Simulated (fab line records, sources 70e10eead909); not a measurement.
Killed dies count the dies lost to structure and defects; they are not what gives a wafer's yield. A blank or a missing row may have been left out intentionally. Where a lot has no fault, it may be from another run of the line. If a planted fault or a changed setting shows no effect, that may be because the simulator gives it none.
Which of the tools did it? + flow nand-harc + 13 lots, 39 wafers sampled, at 3 steps of a route of 1302

== WHAT EACH GAUGE READ, for each wafer ==
NHARC_A_M1_OVL_MEAS_10: pitch 240 nm. Usual: overlay-x-nm 0.2 nm, standard deviation 0.73; overlay-y-nm -0.1 nm, standard deviation 0.69.
| lot  | measured     | on         | overlay-x-nm (nm) | overlay-y-nm (nm) | flag |
|------|--------------|------------|-------------------|-------------------|------|
| L526 | day 23 13:11 | overlay-01 | -0.2 0.4 0.2      | -0.9 -0.5 -0.6    |      |
| L528 | day 23 17:54 | overlay-01 | -0.2 -0.1 -0.7    | -2.0 -1.8 -1.7    |      |
| L529 | day 24 03:10 | overlay-02 | 0.9 0.8 0.9       | -0.3 -1.2 -1.1    |      |
| L531 | day 25 00:20 | overlay-02 | 0.0 0.8 1.2       | 1.0 0.9 0.4       |      |
| L532 | day 25 16:44 | overlay-02 | 1.4 1.9 1.2       | 0.1 0.4 0.1       |      |
| L534 | day 27 01:36 | overlay-02 | 1.6 1.9 1.2       | -0.2 -0.7 -0.3    |      |
| L535 | day 27 06:22 | overlay-01 | 0.8 1.1 0.9       | 0.0 -0.3 -0.6     |      |
| L536 | day 27 12:02 | overlay-01 | -1.1 -0.9 -1.0    | 0.5 0.7 0.5       |      |
| L537 | day 27 16:11 | overlay-02 | -0.2 -0.5 0.2     | 1.2 0.4 0.3       |      |
| L539 | day 28 14:37 | overlay-01 | -0.3 -0.2 0.0     | -0.5 -0.8 -0.2    |      |
| L538 | day 28 23:23 | overlay-01 | 0.3 0.8 0.2       | -0.6 -0.7 -1.2    |      |
| L547 | day 31 17:02 | overlay-01 | 0.0 -0.1 -0.1     | 0.3 0.5 0.0       |      |
| L548 | day 32 14:09 | overlay-02 | 0.0 0.1 0.0       | -0.4 -0.4 0.2     |      |

== TOOL THAT RAN EACH LOT (tool first, then ch and the chambers of the sampled wafers, then the start) ==
| lot  | NHARC_A_M0_PVD_21                       | NHARC_A_M1_SOFTBAKE_04            |
|------|-----------------------------------------|-----------------------------------|
| L526 | pvd-sputter-01, day 23 12:00 or earlier | litho-track-04 ch 0, day 23 12:00 |
| L528 | pvd-sputter-02, day 23 17:00 or earlier | litho-track-01 ch 0, day 23 17:00 |
| L529 | pvd-sputter-01, day 24 02:00 or earlier | litho-track-06 ch 0, day 24 02:00 |
| L531 | pvd-sputter-01, day 24 23:00 or earlier | litho-track-06 ch 0, day 24 23:00 |
| L532 | pvd-sputter-02, day 25 16:00 or earlier | litho-track-06 ch 0, day 25 16:00 |
| L534 | pvd-sputter-01, day 27 01:00 or earlier | litho-track-04 ch 0, day 27 01:00 |
| L535 | pvd-sputter-02, day 27 05:00 or earlier | litho-track-06 ch 0, day 27 05:00 |
| L536 | pvd-sputter-02, day 27 11:00 or earlier | litho-track-01 ch 0, day 27 11:00 |
| L537 | pvd-sputter-01, day 27 15:00 or earlier | litho-track-06 ch 0, day 27 15:00 |
| L539 | pvd-sputter-02, day 28 14:00 or earlier | litho-track-06 ch 0, day 28 14:00 |
| L538 | pvd-sputter-03, day 28 22:00 or earlier | litho-track-06 ch 0, day 28 22:00 |
| L547 | pvd-sputter-01, day 31 16:00 or earlier | litho-track-04 ch 0, day 31 16:00 |
| L548 | pvd-sputter-02, day 32 13:00 or earlier | litho-track-04 ch 0, day 32 13:00 |
- NHARC_A_M0_PVD_21: deposits Cu, target thk 30 nm, time 20.49 s.
- NHARC_A_M1_SOFTBAKE_04: time 55 s.

== WHAT THE TOOLS THEMSELVES READ (means of the sampled wafers that have a number; where no wafer has one, the mark that the record gives instead) ==
NHARC_A_M0_PVD_21. Usual: throttle-valve-pct at 30.5 %, with a standard deviation of 1.
| lot  | tool           | throttle-valve-pct (%) | flag |
|------|----------------|------------------------|------|
| L526 | pvd-sputter-01 | 30.0                   |      |
| L528 | pvd-sputter-02 | 30.8                   |      |
| L529 | pvd-sputter-01 | 29.7                   |      |
| L531 | pvd-sputter-01 | 30.4                   |      |
| L532 | pvd-sputter-02 | 31.0                   |      |
| L534 | pvd-sputter-01 | 31.2                   |      |
| L535 | pvd-sputter-02 | 30.9                   |      |
| L536 | pvd-sputter-02 | 30.9                   |      |
| L537 | pvd-sputter-01 | 29.9                   |      |
| L539 | pvd-sputter-02 | 30.7                   |      |
| L538 | pvd-sputter-03 | 29.5                   |      |
| L547 | pvd-sputter-01 | 29.6                   |      |
| L548 | pvd-sputter-02 | 30.5                   |      |

NHARC_A_M1_SOFTBAKE_04. Usual: heater-power-total-W 188.47 W, standard deviation 0.14; plate-temp-C 105.02 C, standard deviation 0.13.
| lot  | tool           | heater-power-total-W (W) | plate-temp-C (C) | flag |
|------|----------------|--------------------------|------------------|------|
| L526 | litho-track-04 | 188.48                   | 104.87           |      |
| L528 | litho-track-01 | 188.71                   | 105.21           |      |
| L529 | litho-track-06 | 188.39                   | 105.00           |      |
| L531 | litho-track-06 | 188.41                   | 104.83           |      |
| L532 | litho-track-06 | 188.40                   | 105.13           |      |
| L534 | litho-track-04 | 188.55                   | 104.93           |      |
| L535 | litho-track-06 | 188.44                   | 104.87           |      |
| L536 | litho-track-01 | 188.52                   | 104.97           |      |
| L537 | litho-track-06 | 188.42                   | 104.81           |      |
| L539 | litho-track-06 | 184.05                   | 103.15           | OFF  |
| L538 | litho-track-06 | 184.01                   | 103.16           | OFF  |
| L547 | litho-track-04 | 188.36                   | 105.06           |      |
| L548 | litho-track-04 | 188.50                   | 105.00           |      |

== THE ANSWER, worked out from the rows above alone ==
Rule: lot off if the mean of its wafers having a number is beyond 3 standard deviations from the usual mean. Also off: a lot with no number at a reading for which 4 or more lots have one. The other lots that the step has rows for count as sound. The gauges are gone through in route order, then the tools' own readings, and for those a lot's mean is taken as printed above. The first step at which some lot is off is used, and at that step the reading that is off furthest; a lot without a number counts as furthest.
Off, at NHARC_A_M1_SOFTBAKE_04 on heater-power-total-W: L539, L538.
If a tool, at that step or one of the process steps before it, ran each lot that is off and ran no sound lot following the first of them, it fits. NHARC_A_M0_PVD_21: start missing for some lots; hours and lot order therefore follow NHARC_A_M1_SOFTBAKE_04. One candidate fits, namely litho-track-06 at NHARC_A_M1_SOFTBAKE_04. A fault onset in the window from L537 (day 27 15:00, its last sound lot) to L539 (day 28 14:00, its first lot off) fits.
The tool's own readings at NHARC_A_M1_SOFTBAKE_04 bear it out: on the lots that are off they differ by more than 5 times the standard deviation of the sound lots' means. heater-power-total-W reads 184.03 W there against 188.47 W on the sound lots; plate-temp-C reads 103.16 C there against 104.97 C on the sound lots.

== WHAT THE SIMULATOR HAD INSERTED ==
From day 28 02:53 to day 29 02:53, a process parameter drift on litho-track-06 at NHARC_A_M1_SOFTBAKE_04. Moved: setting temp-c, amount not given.
Lots struck among those shown: L539, L538. This agrees with what the rule above found.
